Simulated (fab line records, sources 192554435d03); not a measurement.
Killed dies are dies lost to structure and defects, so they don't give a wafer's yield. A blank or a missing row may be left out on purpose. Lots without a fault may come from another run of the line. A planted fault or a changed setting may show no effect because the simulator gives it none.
Which tool did it? | flow n5_finfet | 9 lots, 25 wafers sampled, at 5 steps of a route of 1938

WHAT THE GAUGES READ, wafer by wafer
N5_BEOL_M4_RC_MEAS_101. Usual: DIBL_N 36.6 mV/V, standard deviation 2.1; DIBL_P 36.5 mV/V, standard deviation 2.7; IOFF_N 0.17 nA/um, standard deviation 0.043; IOFF_P 0.22 nA/um, standard deviation 0.045; ION_N 674 uA/um, standard deviation 17; ION_P 461 uA/um, standard deviation 9.9; SS_N 71.7 mV/dec, standard deviation 0.79; SS_P 73.4 mV/dec, standard deviation 0.79; VT_N 249 mV, standard deviation 4; VT_P -250 mV, standard deviation 3.3.
lot  | measured     | on        | DIBL_N (mV/V)  | DIBL_P (mV/V)  | IOFF_N (nA/um) | IOFF_P (nA/um) | ION_N (uA/um) | ION_P (uA/um) | SS_N (mV/dec)  | SS_P (mV/dec)  | VT_N (mV)   | VT_P (mV)      | flag
L471 | day 9 02:56  | prober-02 | 40.5 37.7 38.3 | 39.4 35.1 37.4 | 0.23 0.17 0.20 | 0.26 0.19 0.23 | 695 676 693   | 463 454 464   | 73.2 72.8 72.4 | 74.4 73.9 73.9 | 247 250 248 | -250 -254 -248 |
L474 | day 9 23:44  | prober-02 | 39.5 39.0 37.1 | 41.3 40.2 36.6 | 0.25 0.25 0.20 | 0.30 0.30 0.23 | 692 689 687   | 469 468 465   | 73.0 72.0 72.0 | 74.9 74.1 73.9 | 244 242 248 | -246 -245 -246 |
L476 | day 9 17:14  | prober-01 | 35.3 32.8 32.1 | 37.4 33.5 33.0 | 0.13 0.10 0.10 | 0.21 0.16 0.15 | 659 664 662   | 456 462 459   | 71.8 70.7 71.0 | 73.9 72.6 72.1 | 252 256 257 | -251 -254 -254 |
L477 | day 10 02:48 | prober-01 | 35.0 36.8 34.8 | 36.0 37.5 35.0 | 0.16 0.17 0.15 | 0.23 0.24 0.20 | 689 670 680   | 474 458 468   | 71.0 71.2 70.5 | 73.7 73.5 72.8 | 247 249 250 | -247 -247 -251 |
L480 | day 11 02:28 | prober-02 | 35.8 35.8 36.0 | 35.8 36.8 34.5 | 0.15 0.16 0.15 | 0.18 0.19 0.17 | 688 660 671   | 468 452 451   | 72.0 71.7 72.4 | 73.0 73.8 73.3 | 251 247 252 | -252 -252 -252 |
L483 | day 11 13:39 | prober-02 | 34.3 39.3 37.2 | 33.8 40.0 37.4 | 0.13 0.23 0.18 | 0.17 0.26 0.22 | 665 699 682   | 460 466 461   | 71.2 72.1 71.0 | 74.0 74.0 73.3 | 250 242 248 | -251 -248 -249 |
L484 | day 12 06:08 | prober-01 | 36.4 31.1      | 36.3 30.7      | 0.14 0.09      | 0.19 0.13      | 658 644       | 452 447       | 71.2 69.8      | 72.9 72.0      | 255 257     | -252 -255      |
L491 | day 15 04:58 | prober-02 | 34.8 33.9      | 32.7 32.3      | 0.12 0.10      | 0.14 0.14      | 672 645       | 456 446       | 70.9 70.4      | 72.0 72.4      | 254 257     | -254 -256      |
L492 | day 14 08:18 | prober-02 | 38.0 37.7 35.5 | 35.3 35.8 33.8 | 0.19 0.16 0.14 | 0.20 0.20 0.17 | 693 654 680   | 467 445 472   | 72.9 71.8 71.3 | 73.4 73.4 73.6 | 246 251 251 | -252 -252 -252 |

WHICH TOOL RAN EACH LOT (tool, then ch and the chambers of the sampled wafers, then the start)
lot  | N5_BEOL_M0_SAQP_SPACER1_ETCHBACK_99 | N5_BEOL_M0_SAQP_ETCH_106          | N5_BEOL_M0_SAQP_DESCUM_45          | N5_BEOL_M0_SAQP_ETCH_88
L471 | rie_diel-02 ch 0,1,2, day 6 19:39   | rie_diel-02 ch 0,2, day 6 20:34   | rie_diel-04 ch 1,2, day 7 00:44    | rie_diel-04 ch 1,2, day 7 00:46
L474 | rie_diel-04 ch 0,2,3, day 6 23:34   | rie_diel-05 ch 1,2,3, day 7 00:35 | rie_diel-02 ch 2,3, day 7 03:22    | rie_diel-02 ch 2,3, day 7 03:23
L476 | rie_diel-05 ch 0,1,3, day 7 10:21   | rie_diel-05 ch 0,2, day 7 11:15   | rie_diel-04 ch 1,2,3, day 7 12:52  | rie_diel-04 ch 1,2,3, day 7 12:53
L477 | rie_diel-04 ch 0,2,3, day 7 19:10   | rie_diel-05 ch 2,3, day 7 20:04   | rie_diel-02 ch 1,2,3, day 7 21:36  | rie_diel-02 ch 1,2,3, day 7 21:38
L480 | rie_diel-05 ch 0,2,3, day 8 18:19   | rie_diel-04 ch 0,2,3, day 8 19:13 | rie_diel-02 ch 1,2,3, day 8 21:30  | rie_diel-02 ch 1,2,3, day 8 21:32
L483 | rie_diel-02 ch 1,2,3, day 9 10:51   | rie_diel-05 ch 1,3, day 9 11:50   | rie_diel-05 ch 1,2,3, day 9 13:27  | rie_diel-05 ch 1,2,3, day 9 13:29
L484 | rie_diel-04 ch 3, day 9 16:16       | rie_diel-04 ch 2,3, day 9 17:23   | rie_diel-02 ch 0,1, day 9 18:55    | rie_diel-02 ch 0,1, day 9 18:56
L491 | rie_diel-02 ch 0, day 11 01:17      | rie_diel-05 ch 0,1, day 11 02:13  | rie_diel-05 ch 1,2, day 11 03:49   | rie_diel-05 ch 1,2, day 11 03:50
L492 | rie_diel-05 ch 2,3, day 11 09:20    | rie_diel-02 ch 1,3, day 11 10:14  | rie_diel-04 ch 0,1,2, day 11 11:43 | rie_diel-04 ch 0,1,2, day 11 11:45
- N5_BEOL_M0_SAQP_SPACER1_ETCHBACK_99: etches SiO2 in CHF3/O2, target depth 15.4 nm, time 7.7 s.
- N5_BEOL_M0_SAQP_ETCH_106: etches SOC in N2/H2, stops on SiNx, target depth 150 nm.
- N5_BEOL_M0_SAQP_DESCUM_45: chemistry O2, time 7 s.
- N5_BEOL_M0_SAQP_ETCH_88: etches underlayer in N2/H2, target depth 6.5 nm, time 5.2 s.

WHAT THE TOOLS THEMSELVES READ (means of the sampled wafers that have a number; where no wafer has one, the mark that the record gives instead)
N5_BEOL_M0_SAQP_SPACER1_ETCHBACK_99. Usual: drypump_motor_current_A 5.6 A, standard deviation 0.45; oes_product_au 0.79 a.u., standard deviation 0.1; rf_fwd_power_W 645.0 W, standard deviation 2.9; rf_vpp_V 525 V, standard deviation 15; showerhead_plenum_p_Torr 2.43 Torr, standard deviation 0.08; throttle_valve_pct 18.9 %, standard deviation 0.33.
lot  | tool        | drypump_motor_current_A (A) | oes_product_au (a.u.) | rf_fwd_power_W (W) | rf_vpp_V (V) | showerhead_plenum_p_Torr (Torr) | throttle_valve_pct (%) | flag
L471 | rie_diel-02 | 5.9                         | 0.72                  | 644.0              | 522          | 2.43                            | 19.1                   |
L474 | rie_diel-04 | 5.0                         | 0.92                  | 645.6              | 528          | 2.49                            | 18.5                   |
L476 | rie_diel-05 | 5.8                         | 0.71                  | 642.9              | 527          | 2.41                            | 19.1                   |
L477 | rie_diel-04 | 5.1                         | 0.89                  | 644.8              | 529          | 2.49                            | 18.6                   |
L480 | rie_diel-05 | 5.8                         | 0.77                  | 647.2              | 524          | 2.41                            | 19.0                   |
L483 | rie_diel-02 | 5.6                         | 0.76                  | 645.2              | 520          | 2.47                            | 19.0                   |
L484 | rie_diel-04 | 5.0                         | 0.88                  | 651.8              | 534          | 2.48                            | 18.5                   |
L491 | rie_diel-02 | 6.0                         | 0.72                  | 642.9              | 536          | 2.39                            | 19.1                   |
L492 | rie_diel-05 | 5.6                         | 0.91                  | 648.0              | 514          | 2.34                            | 18.6                   |

N5_BEOL_M0_SAQP_ETCH_106. Usual: drypump_motor_current_A 5.6 A, standard deviation 0.45; oes_product_au 0.79 a.u., standard deviation 0.1; rf_fwd_power_W 844 W, standard deviation 3.7; rf_vpp_V 241.0 V, standard deviation 1.4; showerhead_plenum_p_Torr 2.56 Torr, standard deviation 0.085; throttle_valve_pct 17.8 %, standard deviation 0.39.
lot  | tool        | drypump_motor_current_A (A) | oes_product_au (a.u.) | rf_fwd_power_W (W) | rf_vpp_V (V) | showerhead_plenum_p_Torr (Torr) | throttle_valve_pct (%) | flag
L471 | rie_diel-02 | 5.9                         | 0.71                  | 840                | 240.4        | 2.52                            | 18.1                   |
L474 | rie_diel-05 | 5.5                         | 0.77                  | 845                | 239.8        | 2.52                            | 17.9                   |
L476 | rie_diel-05 | 6.0                         | 0.87                  | 845                | 241.3        | 2.54                            | 17.7                   |
L477 | rie_diel-05 | 5.6                         | 0.85                  | 845                | 240.3        | 2.51                            | 17.8                   |
L480 | rie_diel-04 | 5.1                         | 0.87                  | 845                | 241.3        | 2.62                            | 17.4                   |
L483 | rie_diel-05 | 5.4                         | 0.68                  | 844                | 239.6        | 2.53                            | 18.3                   |
L484 | rie_diel-04 | 5.0                         | 0.83                  | 846                | 240.9        | 2.58                            | 17.5                   |
L491 | rie_diel-05 | 6.0                         | 0.68                  | 846                | 241.1        | 2.57                            | 18.1                   |
L492 | rie_diel-02 | 5.6                         | 0.80                  | 843                | 242.9        | 2.69                            | 18.0                   |

N5_BEOL_M0_SAQP_DESCUM_45. Usual: drypump_motor_current_A 5.6 A, standard deviation 0.41; oes_product_au 0.78 a.u., standard deviation 0.1; rf_fwd_power_W 49.29 W, standard deviation 0.29; rf_vpp_V 243.4 V, standard deviation 1.4; showerhead_plenum_p_Torr 2.11 Torr, standard deviation 0.077; throttle_valve_pct 20.5 %, standard deviation 0.34.
lot  | tool        | drypump_motor_current_A (A) | oes_product_au (a.u.) | rf_fwd_power_W (W) | rf_vpp_V (V) | showerhead_plenum_p_Torr (Torr) | throttle_valve_pct (%) | flag
L471 | rie_diel-04 | 5.3                         | 0.78                  | 49.34              | 243.4        | 2.10                            | 20.6                   |
L474 | rie_diel-02 | 5.6                         | 0.77                  | 49.20              | 243.4        | 2.14                            | 20.8                   |
L476 | rie_diel-04 | 5.4                         | 0.81                  | 49.39              | 242.9        | 2.08                            | 20.3                   |
L477 | rie_diel-02 | 5.6                         | 0.77                  | 49.27              | 244.1        | 2.17                            | 20.6                   |
L480 | rie_diel-02 | 5.6                         | 0.77                  | 49.13              | 243.9        | 2.16                            | 20.6                   |
L483 | rie_diel-05 | 5.5                         | 0.76                  | 49.53              | 243.2        | 2.05                            | 20.4                   |
L484 | rie_diel-02 | 6.0                         | 0.72                  | 48.91              | 243.7        | 2.12                            | 20.6                   |
L491 | rie_diel-05 | 5.7                         | 0.78                  | 49.63              | 242.6        | 2.04                            | 20.2                   |
L492 | rie_diel-04 | 5.5                         | 0.78                  | 49.17              | 243.0        | 2.13                            | 20.5                   |

N5_BEOL_M0_SAQP_ETCH_88. Usual: drypump_motor_current_A 5.6 A, standard deviation 0.41; etch_rf_on_time_s 5.26 s, standard deviation 0.16; oes_product_au 0.67 a.u., standard deviation 0.088; rf_fwd_power_W 819.6 W, standard deviation 2.5; rf_vpp_V 524.5 V, standard deviation 2.8; showerhead_plenum_p_Torr 2.57 Torr, standard deviation 0.089; throttle_valve_pct 17.9 %, standard deviation 0.35.
lot  | tool        | drypump_motor_current_A (A) | etch_rf_on_time_s (s) | oes_product_au (a.u.) | rf_fwd_power_W (W) | rf_vpp_V (V) | showerhead_plenum_p_Torr (Torr) | throttle_valve_pct (%) | flag
L471 | rie_diel-04 | 5.3                         | 5.14                  | 0.67                  | 821.0              | 523.5        | 2.52                            | 17.8                   |
L474 | rie_diel-02 | 5.6                         | 5.18                  | 0.66                  | 821.4              | 524.4        | 2.58                            | 18.1                   |
L476 | rie_diel-04 | 5.4                         | 5.18                  | 0.68                  | 820.3              | 524.5        | 2.53                            | 17.8                   |
L477 | rie_diel-02 | 5.7                         | 5.20                  | 0.66                  | 821.0              | 526.6        | 2.63                            | 18.1                   |
L480 | rie_diel-02 | 5.6                         | 5.18                  | 0.65                  | 820.1              | 525.9        | 2.63                            | 18.1                   |
L483 | rie_diel-05 | 5.5                         | 5.28                  | 0.64                  | 818.6              | 523.6        | 2.52                            | 18.0                   |
L484 | rie_diel-02 | 6.0                         | 9.27                  | 0.47                  | 821.3              | 525.2        | 2.58                            | 18.1                   | OFF
L491 | rie_diel-05 | 5.7                         | 5.34                  | 0.67                  | 817.8              | 523.7        | 2.51                            | 17.9                   |
L492 | rie_diel-04 | 5.5                         | 5.19                  | 0.67                  | 821.2              | 524.5        | 2.55                            | 17.7                   |

THE ANSWER, worked out from the rows above alone
Rule: a lot is off if the mean of its wafers that have a number lies more than 3 standard deviations from the usual mean. A lot without any number at a reading at which 4 lots or more have one is off too. The other lots that the step has rows for count as sound. The gauges are gone through in route order, then the tools' own readings, and for those a lot's mean is taken as printed above. The first step at which some lot is off is used, and at that step the reading that is off furthest; a lot without a number counts as furthest.
Off: L484, at N5_BEOL_M0_SAQP_ETCH_88 (etch_rf_on_time_s).
A tool fits if, at that step or a process step before it, it ran every lot that is off, and no sound lot after the first of them. Can't be told from this: 2 tools fit, rie_diel-04 at N5_BEOL_M0_SAQP_SPACER1_ETCHBACK_99 and N5_BEOL_M0_SAQP_ETCH_106, rie_diel-02 at N5_BEOL_M0_SAQP_DESCUM_45 and N5_BEOL_M0_SAQP_ETCH_88.

WHAT THE SIMULATOR HAD PUT IN
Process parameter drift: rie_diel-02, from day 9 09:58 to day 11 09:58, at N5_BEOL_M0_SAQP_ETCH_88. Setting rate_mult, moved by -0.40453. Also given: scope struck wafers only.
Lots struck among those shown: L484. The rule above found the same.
